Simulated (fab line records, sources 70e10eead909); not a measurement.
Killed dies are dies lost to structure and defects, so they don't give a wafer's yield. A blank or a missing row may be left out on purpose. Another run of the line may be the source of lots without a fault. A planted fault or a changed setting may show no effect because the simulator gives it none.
Chamber matching -- flow nand-harc -- rie-diel-11 running NHARC_A_CHANNEL_HOLE_D1_ETCH_44: 4 sister chambers
The step etches the open film in CF4/O2, target depth 140 nm, overetch 14 nm, time 77 s. 4 wafers are shown with their chamber, then 12 later ones without.

EACH WAFER AND ITS CHAMBER
wafer,chamber,drypump-motor-current-A (A)
L090.1,3,5.82
L090.5,2,5.32
L092.5,1,5.54
L092.6,0,5.67

WAFERS WHOSE CHAMBER IS MISSING
wafer,drypump-motor-current-A (A)
L094.1,5.79
L094.2,5.36
L094.4,5.66
L095.2,5.67
L095.3,5.80
L095.6,5.81
L096.2,5.66
L096.4,5.81
L096.5,5.38
L097.2,5.31
L097.4,5.78
L097.5,5.68

THE CHAMBER EACH PASSED THROUGH
wafer,from the rows above,in truth
L094.1,3,3
L094.2,2,2
L094.4,0,0
L095.2,0,0
L095.3,3,3
L095.6,3,3
L096.2,0,0
L096.4,3,3
L096.5,2,2
L097.2,2,2
L097.4,3,3
L097.5,0,0
Correct placement for 12 of the 12. Not placeable from these rows: 0. Number placed wrongly: 0.
How it was worked out, from the rows above alone: a wafer's distance from a chamber is the root of the sum, over the readings, of the square of ((its reading less the chamber's mean) divided by the reading's scatter). The wafer belongs to the nearest chamber; if the next one is less than 2 further off, it can't be placed. A chamber's mean is the mean of its shown wafers. The scatter: root of mean squared gap, hidden wafer to nearest shown wafer, with one shown wafer a chamber.
